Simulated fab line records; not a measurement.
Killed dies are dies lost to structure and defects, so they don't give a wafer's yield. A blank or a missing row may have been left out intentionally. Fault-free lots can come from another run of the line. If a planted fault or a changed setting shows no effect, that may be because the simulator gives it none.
fab line records    flow nand-harc
record lots=6  wafers=18  last-day=32
route steps=1302 shown A_ONON_D2@554 END@1302
lots that met no fault: from a run of the same line without faults
start-h: hours from the record's opening day to when the first of the lot's shown wafers began    wait-h: how many hours have passed since the lot's step before this one    " unchanged from the row above    L1.1+2: a row that stands for several wafers    - value missing, or start not given    * or withheld: withheld    < > ~ a bound
route shown NAME@n: names a module that has steps shown in the file, with the first one's number in the route    usual: mean/standard deviation taken from wafers without a fault    same: alike in all rows    chamber/n: place in a boat    sites: the reading at each site    _std_site: their standard deviation    _edge_site: inner sites' mean taken away from outer sites' mean    radius-mm: for every site, how far away it sits from the centre of the wafer    mask NAME#n: copy n    behind: the last tool/chamber to shape the wafer    hold: cause of the lot's hold/its duration in hours/its outcome    device: names the non-switching transistor (n, p or np)    end of line: tests of these same wafers at the route's end    a step given without rows: its recipe and nothing more    killed: dies lost to structure and defects at the first sort, not the wafer's yield    map: shows each die of a wafer: x if killed, . if not, _ if none is there
set.NAME: setting as actually run; set.NAME@STEP: the setting as run at that earlier step    model.NAME: the simulator's own value behind a step, which no gauge read
certain route steps with their lots: each step a table, each wafer a row
services: the hour from which a tool's chamber was out of use, counted from the record's first day as start-h (under 0 if before that day), plus the number of hours and why
## steps
# step NHARC_A_ONON_D2_THK_MEAS_14
# recipe thk-meas-gauge=ellipsometry
# usual thk-nm=999/10
lot.wafer  tool           chamber  start-h  wait-h  thk-nm
L719.3     film-metro-02  -        290.78   -       1002
L719.5     "              -        "        "       1003
L719.6     "              -        "        "       1002
L720.3     film-metro-01  -        301.54   -       1007
L720.5     "              -        "        "       1008
L720.6     "              -        "        "       1006
L728.1     film-metro-02  -        391.17   -       1000
L728.4     "              -        "        "       1001
L728.5     "              -        "        "       1001
L729.2     film-metro-01  -        391.17   -       997
L729.5     "              -        "        "       998
L729.6     "              -        "        "       999
L732.3     film-metro-02  -        413.51   -       999
L732.5     "              -        "        "       999
L732.6     "              -        "        "       1001
L739.1     film-metro-01  -        489.42   -       1012
L739.3     "              -        "        "       1012
L739.5     "              -        "        "       1013
# step NHARC_A_ONON_D2_ANNEAL_15
# recipe temp-c=750  time-s=3600
# step NHARC_A_ONON_D2_DEP_16
# recipe target-thk-a=10000  n2-flow-sccm=2750  n2o-flow-sccm=2000  nh3-flow-sccm=500  sih4-flow-sccm=210  temp-c=400
# step NHARC_A_ONON_D2_THK_MEAS_18
# recipe thk-meas-gauge=ellipsometry
# usual thk-nm=997/9.1
lot.wafer  tool           chamber  start-h  wait-h  thk-nm
L719.3     film-metro-01  -        297.96   -       994
L719.5     "              -        "        "       995
L719.6     "              -        "        "       993
L720.3     film-metro-02  -        308.95   -       993
L720.5     "              -        "        "       994
L720.6     "              -        "        "       996
L728.1     film-metro-01  -        398.57   -       1003
L728.4     "              -        "        "       1003
L728.5     "              -        "        "       1003
L729.2     film-metro-01  -        398.58   -       987
L729.5     "              -        "        "       990
L729.6     "              -        "        "       990
L732.3     film-metro-02  -        421.26   -       974
L732.5     "              -        "        "       976
L732.6     "              -        "        "       974
L739.1     film-metro-02  -        496.80   -       998
L739.3     "              -        "        "       1000
L739.5     "              -        "        "       1001
# step NHARC_A_ONON_D2_DEP_19
# recipe target-thk-a=10000  n2-flow-sccm=2750  n2o-flow-sccm=2000  nh3-flow-sccm=500  sih4-flow-sccm=210  temp-c=400
# step NHARC_A_ONON_D2_THK_MEAS_21
# recipe thk-meas-gauge=ellipsometry
# usual thk-nm=996/11
lot.wafer  tool           chamber  start-h  wait-h  thk-nm
L719.3     film-metro-02  -        298.53   -       1002
L719.5     "              -        "        "       1003
L719.6     "              -        "        "       1001
L720.3     film-metro-02  -        309.51   -       975
L720.5     "              -        "        "       975
L720.6     "              -        "        "       973
L728.1     film-metro-02  -        399.13   -       992
L728.4     "              -        "        "       991
L728.5     "              -        "        "       990
L729.2     film-metro-02  -        399.27   -       986
L729.5     "              -        "        "       984
L729.6     "              -        "        "       985
L732.3     film-metro-02  -        421.83   -       996
L732.5     "              -        "        "       994
L732.6     "              -        "        "       996
L739.1     film-metro-02  -        497.37   -       1010
L739.3     "              -        "        "       1008
L739.5     "              -        "        "       1007
# step NHARC_A_ONON_D2_DEP_22
# recipe target-thk-a=10000  n2-flow-sccm=2750  n2o-flow-sccm=2000  nh3-flow-sccm=500  sih4-flow-sccm=210  temp-c=400
# step NHARC_A_ONON_D2_THK_MEAS_24
# recipe thk-meas-gauge=ellipsometry
# usual thk-nm=998/8.7
lot.wafer  tool           chamber  start-h  wait-h  thk-nm
L719.3     film-metro-01  -        299.10   -       986
L719.5     "              -        "        "       987
L719.6     "              -        "        "       986
L720.3     film-metro-02  -        310.08   -       988
L720.5     "              -        "        "       985
L720.6     "              -        "        "       986
L728.1     film-metro-02  -        399.70   -       990
L728.4     "              -        "        "       990
L728.5     "              -        "        "       988
L729.2     film-metro-02  -        399.85   -       997
L729.5     "              -        "        "       999
L729.6     "              -        "        "       999
L732.3     film-metro-02  -        422.40   -       986
L732.5     "              -        "        "       984
L732.6     "              -        "        "       985
L739.1     film-metro-01  -        497.94   -       1017
L739.3     "              -        "        "       1017
L739.5     "              -        "        "       1018
# step NHARC_A_ONON_D2_DEP_25
# recipe target-thk-a=10000  n2-flow-sccm=2750  n2o-flow-sccm=2000  nh3-flow-sccm=500  sih4-flow-sccm=210  temp-c=400
# step NHARC_A_ONON_D2_THK_MEAS_27
# recipe thk-meas-gauge=ellipsometry
# usual thk-nm=998/9.6
lot.wafer  tool           chamber  start-h  wait-h  thk-nm
L719.3     film-metro-01  -        299.66   -       999
L719.5     "              -        "        "       998
L719.6     "              -        "        "       999
L720.3     film-metro-02  -        310.64   -       1000
L720.5     "              -        "        "       999
L720.6     "              -        "        "       999
L728.1     film-metro-01  -        400.26   -       995
L728.4     "              -        "        "       993
L728.5     "              -        "        "       994
L729.2     film-metro-02  -        400.42   -       1003
L729.5     "              -        "        "       1001
L729.6     "              -        "        "       1002
L732.3     film-metro-02  -        422.97   -       995
L732.5     "              -        "        "       993
L732.6     "              -        "        "       996
L739.1     film-metro-01  -        498.51   -       990
L739.3     "              -        "        "       990
L739.5     "              -        "        "       990
# step NHARC_A_ONON_D2_DEP_28
# recipe target-thk-a=10000  n2-flow-sccm=2750  n2o-flow-sccm=2000  nh3-flow-sccm=500  sih4-flow-sccm=210  temp-c=400
# step NHARC_A_ONON_D2_THK_MEAS_30
# recipe thk-meas-gauge=ellipsometry
# usual thk-nm=1000/9.3
lot.wafer  tool           chamber  start-h  wait-h  thk-nm
L719.3     film-metro-01  -        300.22   -       992
L719.5     "              -        "        "       990
L719.6     "              -        "        "       991
L720.3     film-metro-02  -        311.21   -       993
L720.5     "              -        "        "       994
L720.6     "              -        "        "       995
L728.1     film-metro-02  -        400.83   -       998
L728.4     "              -        "        "       998
L728.5     "              -        "        "       998
L729.2     film-metro-01  -        400.98   -       1000
L729.5     "              -        "        "       1000
L729.6     "              -        "        "       1002
L732.3     film-metro-01  -        423.54   -       998
L732.5     "              -        "        "       998
L732.6     "              -        "        "       1000
L739.1     film-metro-02  -        499.08   -       1002
L739.3     "              -        "        "       1002
L739.5     "              -        "        "       1003
# step NHARC_A_ONON_D2_DEP_33
# recipe target-thk-a=2000  temp-c=400  pressure-torr=6.5  rf-w=900  teos-flow-sccm=161.4  flow-sccm=2650  target-thk-nm=200  gas=O2  material=SiO2
# usual chamber-pressure-Torr=6.501/0.014  heater-power-outer-w=287/54  heater-power-w=542/76  mfc-precursor-sccm=161.4/0.49  throttle-valve-pct=15.8/0.4
lot.wafer  tool      chamber  start-h  wait-h  chamber-pressure-Torr  heater-power-outer-w  heater-power-w  mfc-precursor-sccm  throttle-valve-pct
L719.3     pecvd-02  0        300.36   0.1     6.472                  275                   511             160.7               15.8
L719.6     "         2        "        "       6.503                  295                   553             161.2               15.8
L719.5     "         0        "        "       6.484                  286                   553             161.6               16.1
L720.3     pecvd-01  0        311.27   0.1     6.497                  231                   478             161.2               15.1
L720.6     "         0        "        "       6.502                  241                   479             161.0               15.2
L720.5     "         2        "        "       6.489                  150                   358             161.2               16.4
L728.1     pecvd-01  2        400.89   0.1     6.481                  265                   543             161.5               15.8
L728.5     "         2        "        "       6.471                  277                   542             161.5               15.7
L728.4     "         1        "        "       6.486                  271                   533             161.3               16.3
L729.2     pecvd-02  1        401.03   0.1     6.471                  170                   338             199.7               16.5
L729.6     "         1        "        "       6.503                  187                   353             198.3               16.4
L729.5     "         0        "        "       6.514                  356                   637             161.3               16.3
L732.3     pecvd-02  1        423.60   0.1     6.496                  204                   392             198.7               15.9
L732.5     "         1        "        "       6.492                  206                   395             198.7               15.8
L732.6     "         0        "        "       6.519                  362                   664             160.9               15.9
L739.3     pecvd-03  2        499.13   0.1     6.511                  359                   583             162.3               15.5
L739.1     "         0        "        "       6.497                  228                   461             161.0               15.8
L739.5     "         0        "        "       6.495                  239                   489             161.2               16.3
# step NHARC_A_ONON_D2_THK_MEAS_34
# recipe thk-meas-gauge=ellipsometry
# usual thk-nm=200.9/2.9
lot.wafer  tool           chamber  start-h  wait-h  thk-nm
L719.3     film-metro-01  -        300.69   -       201.5
L719.5     "              -        "        "       199.7
L719.6     "              -        "        "       201.2
L720.3     film-metro-01  -        311.68   -       200.8
L720.5     "              -        "        "       202.1
L720.6     "              -        "        "       203.9
L728.1     film-metro-02  -        401.30   -       201.1
L728.4     "              -        "        "       203.6
L728.5     "              -        "        "       201.5
L729.2     film-metro-01  -        401.47   -       243.6
L729.5     "              -        "        "       202.4
L729.6     "              -        "        "       244.7
L732.3     film-metro-01  -        424.01   -       241.8
L732.5     "              -        "        "       246.7
L732.6     "              -        "        "       201.4
L739.1     film-metro-02  -        499.55   -       198.4
L739.3     "              -        "        "       197.3
L739.5     "              -        "        "       203.6
# step NHARC_END_SORT_01
# recipe temp-c=25
# usual killed-at-array=55/15  killed-at-other=1.0/1.2  killed-at-periphery=3.4/2.2  killed-dies=59/15  killed-open=3.2/2  killed-short=2.5/1.7
# same gross-dies=677
lot.wafer  tool       chamber  start-h  wait-h  killed-at-array  killed-at-other  killed-at-periphery  killed-dies  killed-open  killed-short
L729.6     prober-01  0        700.22   4.0     56               1                1                    58           2            2
# killed by level:class
L729.6 A_SLIT:chamber-film-flake=31 A_CHANNEL_FILL_D2:chamber-film-flake=5 A_CONTACT:chamber-film-flake=5 A_STAIRCASE:chamber-film-flake=4 A_CHANNEL_HOLE_D1:chamber-film-flake=3 A_ONON_D1:geometric-particle:open=1 A_CHANNEL_FILL_D1:geometric-particle:open=1 A_CHANNEL_FILL_D1:geometric-particle:short=1
## services
tool      chamber  start-h  hours  kind
pecvd-01  0        294.03   15.4   repair
pecvd-01  -        311.54   13.0   pm
pecvd-01  0        311.54   13.0   vent-cycle
pecvd-01  1        311.54   13.0   vent-cycle
pecvd-01  2        311.54   13.0   vent-cycle
pecvd-01  0        324.54   -      clean
pecvd-01  1        324.54   -      clean
pecvd-03  -        366.38   13.0   pm
pecvd-02  -        367.09   1.2    repair
pecvd-01  1        394.54   4.4    repair
pecvd-02  -        402.16   1.7    repair
pecvd-02  -        408.45   13.0   pm
pecvd-02  0        408.45   13.0   vent-cycle
pecvd-02  1        408.45   13.0   vent-cycle
pecvd-02  2        408.45   13.0   vent-cycle
pecvd-03  1        409.13   3.6    repair
pecvd-02  0        421.45   -      clean
pecvd-02  1        421.45   -      clean
pecvd-02  2        421.45   -      clean
pecvd-03  0        430.60   7.0    repair
pecvd-01  -        436.02   0.5    repair
pecvd-01  -        456.57   1.1    repair
pecvd-02  0        485.00   10.6   repair
pecvd-01  -        492.54   13.0   pm
## key
first-sign step=NHARC_A_ONON_D2_DEP_33  reading=mfc-precursor-sccm  direction=up  sigmas=77  usual=161.4  struck=198.8
effect step=NHARC_A_ONON_D2_THK_MEAS_34  reading=thk-nm  direction=up  sigmas=15  usual=200.9  struck=244.2
met-at NHARC_A_ONON_D2_DEP_33
struck-wafers L729.2,L729.6,L732.3,L732.5
tester-left-out L729,L732
fault kind=process-parameter-drift  tool=pecvd-02  chamber=1  onset-h=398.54  steps=NHARC_A_ONON_D2_DEP_33  channel=teos-flow-sccm  offset=*  shape=step  end-h=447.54  acts-in=*  stated=*
# tester-left-out: of these lots the tester's yield and bins aren't shown, on N5 and GAA mostly nor the transistor test; their killed dies are dies lost to structure and defects alone, not to doping, threshold or leakage, so they don't give the yield
